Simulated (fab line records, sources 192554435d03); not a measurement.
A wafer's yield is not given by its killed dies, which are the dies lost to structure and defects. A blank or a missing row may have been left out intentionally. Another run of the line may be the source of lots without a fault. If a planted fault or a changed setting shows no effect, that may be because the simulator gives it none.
fab line records + flow n5Finfet
record
- lots=10
- wafers=30
- lastDay=18
route steps=1938 shown BEOL_M7@1300
lots with no fault: from the same line, run without faults
startH: hours from the record's opening day to when the first of the lot's shown wafers began + waitH: hours since the lot's step before + " same as the row above + L1.1+2: a single row standing in for several wafers + - no value, or no start was given + * or withheld: withheld + < > ~ a bound
route shown NAME@n: a module of which the file shows steps, and the number in the route of the first + usual: mean and standard deviation over wafers with no fault + same: alike in all rows + chamber/n: place in a boat + sites: readings site by site + _std_site: their standard deviation + _edge_site: the outer-site mean with the inner-site mean subtracted + radiusMm: how far each site lies from the wafer's centre + mask NAME#n: copy n + behind: the last tool/chamber to shape the wafer + hold: why the lot went on hold/how many hours it stayed there/how the hold came to an end + device: the n, p or np transistor that did not switch + end of line: the tests these same wafers got at the end of their route + a step with no rows: only its recipe + killed: count of dies lost to structure and defects at first sort (not the wafer's yield) + map: shows each die of a wafer: x if killed, . if not, _ if none is there
set.NAME: setting as actually run; set.NAME@STEP: the setting as run at that earlier step + model.NAME: the simulator's own value behind a step, which no gauge read
route steps across a sampled set of lots; one table per step, one row per wafer
services: when a tool's chamber went out of use (startH, in hours from the record's first day, below 0 if earlier), for how many hours, and the reason
## steps
# step N5_BEOL_M7_ETCH_72
# recipe
- chemistry=N2/H2
- target=underlayer
- targetDepthA=65
- maskMaterial=CAR-EUV
- timeS=5.2
- ionEnergyEv=200
- pressureMtorr=30
- sourceW=840
- biasW=150
- n2FlowSccm=200
- h2FlowSccm=200
- ends=cleared
# usual
- drypumpMotorCurrentA=5.5/0.43
- etchRfOnTimeS=5.19/0.12
- oesProductAu=0.69/0.078
- rfFwdPowerW=819.2/2.6
- rfVppV=522.8/2.7
- showerheadPlenumPTorr=2.51/0.09
- throttleValvePct=17.70/0.21
| lot.wafer | tool       | chamber | startH | waitH | drypumpMotorCurrentA | etchRfOnTimeS | oesProductAu | rfFwdPowerW | rfHoursCounterH | rfVppV | showerheadPlenumPTorr | throttleValvePct |
|-----------|------------|---------|--------|-------|----------------------|---------------|--------------|-------------|-----------------|--------|-----------------------|------------------|
| L215.3    | rieDiel-01 | 3       | 189.83 | 0.0   | 5.6                  | 5.34          | 0.64         | 817.0       | 153             | 526.7  | 2.66                  | 17.78            |
| L215.4    | "          | 2       | "      | "     | 5.2                  | 5.32          | 0.65         | 822.9       | -               | 520.7  | 2.44                  | 17.74            |
| L215.6    | "          | 0       | "      | "     | 5.0                  | 5.40          | 0.79         | 817.8       | -               | 521.3  | 2.51                  | 17.55            |
| L217.1    | rieDiel-03 | 2       | 205.40 | 0.0   | 5.0                  | 5.16          | 0.80         | 823.5       | 11              | 523.9  | 2.61                  | 17.48            |
| L217.2    | "          | 0       | "      | "     | 6.1                  | 5.25          | 0.57         | 821.8       | 245             | 519.5  | 2.49                  | 17.63            |
| L217.3    | "          | 1       | "      | "     | 6.3                  | 5.27          | 0.58         | 821.9       | 248             | 525.9  | 2.60                  | 18.26            |
| L219.3    | rieDiel-04 | 2       | 219.41 | 0.0   | 6.2                  | 5.28          | 0.73         | 815.1       | 58              | 523.8  | 2.58                  | 17.35            |
| L219.5    | "          | 3       | "      | "     | 5.2                  | 5.15          | 0.59         | 818.4       | -               | 519.5  | 2.41                  | 17.71            |
| L219.6    | "          | 0       | "      | "     | 5.8                  | 5.15          | 0.59         | 822.5       | -               | 525.1  | 2.50                  | 18.23            |
| L220.3    | rieDiel-03 | 0       | 227.72 | 0.0   | 6.0                  | 5.30          | 0.57         | 820.2       | 253             | 521.4  | 2.49                  | 17.62            |
| L220.4    | "          | 3       | "      | "     | 5.7                  | 5.30          | 0.57         | 819.1       | -               | 524.9  | 2.52                  | 18.12            |
| L220.6    | "          | 0       | "      | "     | 6.0                  | 5.24          | 0.58         | 818.4       | -               | 524.2  | 2.49                  | 17.64            |
| L221.3    | rieDiel-01 | 2       | 231.57 | 0.0   | 5.2                  | 5.28          | 0.66         | 820.8       | 148             | 522.4  | 2.43                  | 17.74            |
| L221.4    | "          | 0       | "      | "     | 4.9                  | 5.40          | 0.76         | 817.0       | 23              | 519.8  | 2.50                  | 17.58            |
| L221.5    | "          | 0       | "      | "     | 4.9                  | 5.41          | 0.76         | 818.0       | -               | 521.1  | 2.50                  | 17.56            |
| L229.1    | rieDiel-01 | 0       | 290.58 | 0.0   | 4.9                  | 5.36          | 0.74         | 819.1       | 36              | 523.1  | 2.50                  | 17.57            |
| L229.4    | "          | 3       | "      | "     | 5.6                  | 5.32          | 0.62         | 821.8       | 188             | 525.4  | 2.64                  | 17.84            |
| L229.6    | "          | 1       | "      | "     | 5.8                  | 5.16          | 0.68         | 816.0       | -               | 522.3  | 2.47                  | 17.69            |
| L231.2    | rieDiel-04 | 0       | 299.59 | 0.0   | 5.7                  | 4.97          | 0.81         | 816.7       | 10              | 523.8  | 2.49                  | 17.83            |
| L231.5    | "          | 1       | "      | "     | 5.7                  | 5.19          | 0.62         | 819.5       | -               | 517.3  | 2.32                  | 17.65            |
| L231.6    | "          | 0       | "      | "     | 5.7                  | 4.98          | 0.80         | 818.1       | -               | 521.9  | 2.50                  | 17.85            |
| L232.4    | rieDiel-04 | 1       | 314.80 | 0.0   | 5.7                  | 5.21          | 0.62         | 811.4       | 181             | 518.1  | 2.32                  | 17.64            |
| L232.5    | "          | 1       | "      | "     | 5.7                  | 5.19          | 0.61         | 816.6       | -               | 518.6  | 2.32                  | 17.64            |
| L232.6    | "          | 2       | "      | "     | 6.2                  | 5.32          | 0.69         | 816.7       | -               | 524.1  | 2.56                  | 17.45            |
| L235.1    | rieDiel-04 | 2       | 323.11 | 0.0   | 6.2                  | 5.28          | 0.70         | 821.4       | 91              | 523.9  | 2.56                  | 17.44            |
| L235.3    | "          | 0       | "      | "     | 5.8                  | 4.90          | 0.78         | 818.3       | 17              | 520.4  | 2.49                  | 17.85            |
| L235.4    | "          | 1       | "      | "     | 5.6                  | 5.17          | 0.63         | 818.6       | 184             | 519.1  | 2.32                  | 17.66            |
| L237.2    | rieDiel-03 | 3       | 333.01 | 0.0   | 5.7                  | 5.03          | 0.79         | 819.4       | 14              | 524.3  | 2.50                  | 17.80            |
| L237.3    | "          | 2       | "      | "     | 5.0                  | 5.11          | 0.73         | 820.3       | 56              | 525.1  | 2.59                  | 17.60            |
| L237.5    | "          | 1       | "      | "     | 6.3                  | 5.02          | 0.75         | 818.0       | -               | 526.2  | 2.59                  | 17.98            |
# step N5_BEOL_M7_STRIP_80
# recipe
- chemistry=N2/H2
- timeS=10
- powerW=450
- tempC=40
- pressureMtorr=20
- rfFrequencyHz=6e+07
- biasPowerW=7
- n2FlowSccm=200
- h2FlowSccm=200
# usual
- drypumpMotorCurrentA=5.5/0.42
- oesProductAu=0.81/0.093
- rfVppV=59.1/0.73
- showerheadPlenumPTorr=2.50/0.09
- throttleValvePct=23.49/0.25
| lot.wafer | tool       | chamber | startH | waitH | drypumpMotorCurrentA | oesProductAu | rfHoursCounterH | rfVppV | showerheadPlenumPTorr | throttleValvePct |
|-----------|------------|---------|--------|-------|----------------------|--------------|-----------------|--------|-----------------------|------------------|
| L215.3    | rieDiel-01 | 3       | -      | -     | 5.6                  | 0.75         | 154             | 59.7   | 2.65                  | 23.63            |
| L215.4    | "          | 2       | "      | "     | 5.2                  | 0.77         | -               | 58.4   | 2.44                  | 23.42            |
| L215.6    | "          | 0       | "      | "     | 5.0                  | 0.94         | -               | 57.7   | 2.51                  | 23.32            |
| L217.1    | rieDiel-03 | 2       | -      | -     | 5.1                  | 0.94         | 11              | 59.7   | 2.61                  | 23.25            |
| L217.2    | "          | 0       | "      | "     | 6.0                  | 0.67         | 245             | 60.0   | 2.49                  | 23.23            |
| L217.3    | "          | 1       | "      | "     | 6.3                  | 0.67         | 248             | 59.7   | 2.60                  | 24.05            |
| L219.3    | rieDiel-04 | 2       | -      | -     | 6.2                  | 0.86         | 58              | 59.2   | 2.57                  | 23.19            |
| L219.5    | "          | 3       | "      | "     | 5.2                  | 0.68         | -               | 60.2   | 2.41                  | 23.29            |
| L219.6    | "          | 0       | "      | "     | 5.8                  | 0.67         | -               | 59.4   | 2.50                  | 24.05            |
| L220.3    | rieDiel-03 | 0       | -      | -     | 6.0                  | 0.68         | 253             | 58.2   | 2.49                  | 23.23            |
| L220.4    | "          | 3       | "      | "     | 5.7                  | 0.67         | -               | 59.2   | 2.51                  | 23.94            |
| L220.6    | "          | 0       | "      | "     | 6.1                  | 0.67         | -               | 59.2   | 2.49                  | 23.23            |
| L221.3    | rieDiel-01 | 2       | -      | -     | 5.2                  | 0.75         | 148             | 58.3   | 2.43                  | 23.44            |
| L221.4    | "          | 0       | "      | "     | 5.0                  | 0.89         | 23              | 58.9   | 2.50                  | 23.36            |
| L221.5    | "          | 0       | "      | "     | 5.0                  | 0.90         | -               | 58.9   | 2.50                  | 23.36            |
| L229.1    | rieDiel-01 | 0       | -      | -     | 5.0                  | 0.87         | 37              | 59.2   | 2.49                  | 23.37            |
| L229.4    | "          | 3       | "      | "     | 5.6                  | 0.72         | 188             | 59.6   | 2.64                  | 23.65            |
| L229.6    | "          | 1       | "      | "     | 5.8                  | 0.81         | -               | 59.6   | 2.46                  | 23.49            |
| L231.2    | rieDiel-04 | 0       | -      | -     | 5.8                  | 0.93         | 10              | 58.4   | 2.49                  | 23.78            |
| L231.5    | "          | 1       | "      | "     | 5.7                  | 0.73         | -               | 59.1   | 2.32                  | 23.35            |
| L231.6    | "          | 0       | "      | "     | 5.7                  | 0.93         | -               | 58.0   | 2.49                  | 23.81            |
| L232.4    | rieDiel-04 | 1       | -      | -     | 5.7                  | 0.73         | 182             | 58.2   | 2.31                  | 23.36            |
| L232.5    | "          | 1       | "      | "     | 5.7                  | 0.73         | -               | 58.0   | 2.31                  | 23.36            |
| L232.6    | "          | 2       | "      | "     | 6.2                  | 0.83         | -               | 59.7   | 2.56                  | 23.25            |
| L235.1    | rieDiel-04 | 2       | -      | -     | 6.2                  | 0.83         | 91              | 60.4   | 2.56                  | 23.24            |
| L235.3    | "          | 0       | "      | "     | 5.8                  | 0.91         | 17              | 58.4   | 2.49                  | 23.80            |
| L235.4    | "          | 1       | "      | "     | 5.7                  | 0.72         | 184             | 58.6   | 2.31                  | 23.37            |
| L237.2    | rieDiel-03 | 3       | -      | -     | 5.7                  | 0.92         | 14              | 59.4   | 2.50                  | 23.77            |
| L237.3    | "          | 2       | "      | "     | 5.1                  | 0.85         | 57              | 60.1   | 2.59                  | 23.32            |
| L237.5    | "          | 1       | "      | "     | 6.4                  | 0.87         | -               | 60.0   | 2.58                  | 23.95            |
# step N5_BEOL_M7_SURFACE_TREAT_79
# recipe
- gas=Ar
- timeS=*
- ionEnergyEv=*
- ionCurrentMaCm2=0.5
- pressureMtorr=*
- arFlowSccm=30
# usual
- throttleValvePct=*
| lot.wafer | tool          | chamber | startH | waitH | throttleValvePct |
|-----------|---------------|---------|--------|-------|------------------|
| L215.3    | pvdSputter-02 | -       | 191.30 | 0.2   | *                |
| L215.4    | "             | -       | "      | "     | *                |
| L215.6    | "             | -       | "      | "     | *                |
| L217.1    | pvdSputter-01 | -       | 206.69 | 0.2   | *                |
| L217.2    | "             | -       | "      | "     | *                |
| L217.3    | "             | -       | "      | "     | *                |
| L219.3    | pvdSputter-02 | -       | 221.42 | 0.2   | *                |
| L219.5    | "             | -       | "      | "     | *                |
| L219.6    | "             | -       | "      | "     | *                |
| L220.3    | pvdSputter-01 | -       | 229.43 | 0.2   | *                |
| L220.4    | "             | -       | "      | "     | *                |
| L220.6    | "             | -       | "      | "     | *                |
| L221.3    | pvdSputter-01 | -       | 232.90 | 0.2   | *                |
| L221.4    | "             | -       | "      | "     | *                |
| L221.5    | "             | -       | "      | "     | *                |
| L229.1    | pvdSputter-01 | -       | 291.95 | 0.2   | *                |
| L229.4    | "             | -       | "      | "     | *                |
| L229.6    | "             | -       | "      | "     | *                |
| L231.2    | pvdSputter-03 | -       | 301.70 | 0.2   | *                |
| L231.5    | "             | -       | "      | "     | *                |
| L231.6    | "             | -       | "      | "     | *                |
| L232.4    | pvdSputter-03 | -       | 316.59 | 0.2   | *                |
| L232.5    | "             | -       | "      | "     | *                |
| L232.6    | "             | -       | "      | "     | *                |
| L235.1    | pvdSputter-02 | -       | 325.13 | 0.8   | *                |
| L235.3    | "             | -       | "      | "     | *                |
| L235.4    | "             | -       | "      | "     | *                |
| L237.2    | pvdSputter-02 | -       | 335.74 | 0.2   | *                |
| L237.3    | "             | -       | "      | "     | *                |
| L237.5    | "             | -       | "      | "     | *                |
# step N5_BEOL_M7_ECD_50
# recipe
- material=Cu
- targetThkA=3000
| lot.wafer  | tool     | chamber | startH | waitH |
|------------|----------|---------|--------|-------|
| L215.3+4+6 | ecdCu-01 | 1,0,0   | 191.68 | 0.1   |
| L217.1+2+3 | ecdCu-02 | 1,0,1   | 207.15 | 0.1   |
| L219.3+5+6 | ecdCu-01 | 0,0,1   | 221.75 | 0.1   |
| L220.3+4+6 | ecdCu-02 | 1,0,1   | 229.75 | 0.1   |
| L221.3+4+5 | ecdCu-01 | 1,0,0   | 233.21 | 0.1   |
| L229.1+4+6 | ecdCu-01 | 1       | 292.31 | 0.1   |
| L231.2+5+6 | ecdCu-01 | 1,1,0   | 302.13 | 0.1   |
| L232.4+5+6 | ecdCu-01 | 1,1,0   | 316.91 | 0.1   |
| L235.1+3+4 | ecdCu-01 | 0,0,1   | 325.60 | 0.1   |
| L237.2+3+5 | ecdCu-01 | 0,0,1   | 336.46 | 0.1   |
# step N5_BEOL_M7_CMP_52
# recipe
- stopOn=SiCOH_lowk
- tOverpolishS=6.9
- downForcePsi=1
- platenRpm=50
- clearingPlatenDownForcePsi=1.5
- clearingPlatenRpm=50
- postCmpClean=cuAlkaline
- targetThkNm=80
- clearingPlatenPadVelocityMS=0.99484
- padVelocityMS=0.99484
# usual
- clearingPlatenRpm=49.997/0.026
- motorCurrentA=6.0/0.45
- timeToEndpointS=62/3.3
| lot.wafer | tool   | chamber | startH | waitH | clearingPlatenRpm | motorCurrentA | timeToEndpointS |
|-----------|--------|---------|--------|-------|-------------------|---------------|-----------------|
| L215.3    | cmp-03 | 2       | 192.13 | 0.2   | 50.032            | 5.5           | 52              |
| L215.4    | "      | 3       | "      | "     | 49.995            | 6.0           | 61              |
| L215.6    | "      | 0       | "      | "     | 49.996            | 6.9           | 58              |
| L217.2    | cmp-01 | 0       | 207.75 | 0.2   | 49.977            | 5.7           | 60              |
| L217.3    | "      | 1       | "      | "     | 49.995            | 5.6           | 64              |
| L217.1    | "      | 2       | "      | "     | 49.964            | 6.1           | 62              |
| L219.3    | cmp-01 | 3       | 222.64 | 0.2   | 50.007            | 6.9           | 115             |
| L219.6    | "      | 2       | "      | "     | 50.004            | 5.8           | 66              |
| L219.5    | "      | 3       | "      | "     | 49.988            | 6.9           | 69              |
| L220.4    | cmp-04 | 0       | 230.15 | 0.2   | 50.022            | 6.3           | 62              |
| L220.3    | "      | 2       | "      | "     | 49.968            | 5.7           | 59              |
| L220.6    | "      | 3       | "      | "     | 49.970            | 5.8           | 62              |
| L221.4    | cmp-04 | 3       | 233.58 | 0.1   | 49.988            | 5.7           | 67              |
| L221.3    | "      | 2       | "      | "     | 49.984            | 5.6           | 106             |
| L221.5    | "      | 0       | "      | "     | 50.008            | 6.1           | 60              |
| L229.4    | cmp-04 | 1       | 292.94 | 0.3   | 50.003            | 5.9           | 59              |
| L229.1    | "      | 3       | "      | "     | 50.040            | 5.7           | 66              |
| L229.6    | "      | 0       | "      | "     | 49.998            | 6.2           | 60              |
| L231.2    | cmp-04 | 1       | 302.64 | 0.3   | 49.992            | 6.0           | 60              |
| L231.6    | "      | 2       | "      | "     | 50.002            | 5.6           | 61              |
| L231.5    | "      | 3       | "      | "     | 49.987            | 6.2           | 65              |
| L232.4    | cmp-04 | 3       | 317.48 | 0.2   | 50.016            | 5.8           | 67              |
| L232.5    | "      | 2       | "      | "     | 50.025            | 5.4           | 59              |
| L232.6    | "      | 3       | "      | "     | 50.038            | 5.7           | 64              |
| L235.3    | cmp-04 | 2       | 326.36 | 0.2   | 50.010            | 5.4           | 61              |
| L235.1    | "      | 3       | "      | "     | 50.010            | 5.6           | 68              |
| L235.4    | "      | 1       | "      | "     | 49.967            | 5.9           | 61              |
| L237.2    | cmp-04 | 1       | 336.89 | 0.2   | 49.991            | 5.7           | 59              |
| L237.3    | "      | 3       | "      | "     | 50.000            | 5.7           | 68              |
| L237.5    | "      | 0       | "      | "     | 49.984            | 6.5           | 65              |
## services
| tool          | chamber | startH | hours | kind   |
|---------------|---------|--------|-------|--------|
| cmp-01        | -       | 179.60 | 0.8   | repair |
| rieDiel-01    | 1       | 186.61 | 6.5   | repair |
| cmp-04        | -       | 190.60 | 2.6   | repair |
| cmp-01        | -       | 197.94 | 6.9   | pm     |
| rieDiel-04    | 3       | 198.65 | 1.7   | repair |
| ecdCu-01      | -       | 209.35 | 0.8   | repair |
| rieDiel-01    | 1       | 218.33 | 2.2   | repair |
| cmp-03        | -       | 220.94 | 0.8   | repair |
| cmp-03        | -       | 233.89 | 0.3   | repair |
| rieDiel-04    | -       | 237.68 | 2.8   | pm     |
| rieDiel-01    | 0       | 254.85 | 1.3   | repair |
| cmp-03        | -       | 259.78 | 4.0   | pm     |
| rieDiel-01    | 0       | 269.55 | 3.6   | repair |
| cmp-04        | -       | 278.21 | 0.4   | repair |
| cmp-01        | -       | 287.77 | 0.5   | repair |
| cmp-01        | -       | 288.30 | 5.9   | pm     |
| rieDiel-04    | -       | 288.48 | 2.1   | repair |
| cmp-01        | -       | 302.33 | 2.0   | repair |
| rieDiel-01    | 1       | 305.80 | 8.6   | repair |
| ecdCu-02      | -       | 306.76 | 1.1   | repair |
| pvdSputter-03 | -       | 309.90 | 0.8   | repair |
| cmp-01        | -       | 312.15 | 4.0   | pm     |
| pvdSputter-01 | -       | 335.20 | 1.6   | repair |
| rieDiel-03    | 1       | 336.61 | 1.6   | repair |
## key
firstSign
- step=N5_BEOL_M7_CMP_52
- reading=timeToEndpointS
- direction=up
- sigmas=15
- usual=*
- struck=*
effect none on later readings
metAt N5_BEOL_M7_ECD_50
struckLots L219,L221
struckWafers L219.3,L221.3
notActingAt N5_BEOL_M7_ETCH_72,N5_BEOL_M7_STRIP_80,N5_BEOL_M7_SURFACE_TREAT_79
onsetBetween 191.68 221.75
fault
- kind=processParameterDrift
- tool=ecdCu-01
- chamber=-
- onsetH=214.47
- steps=N5_BEOL_M7_ECD_50
- channel=targetThkA
- offset=*
- shape=step
- endH=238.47
- scope=struckWafersOnly
- actsIn=*
- stated=*
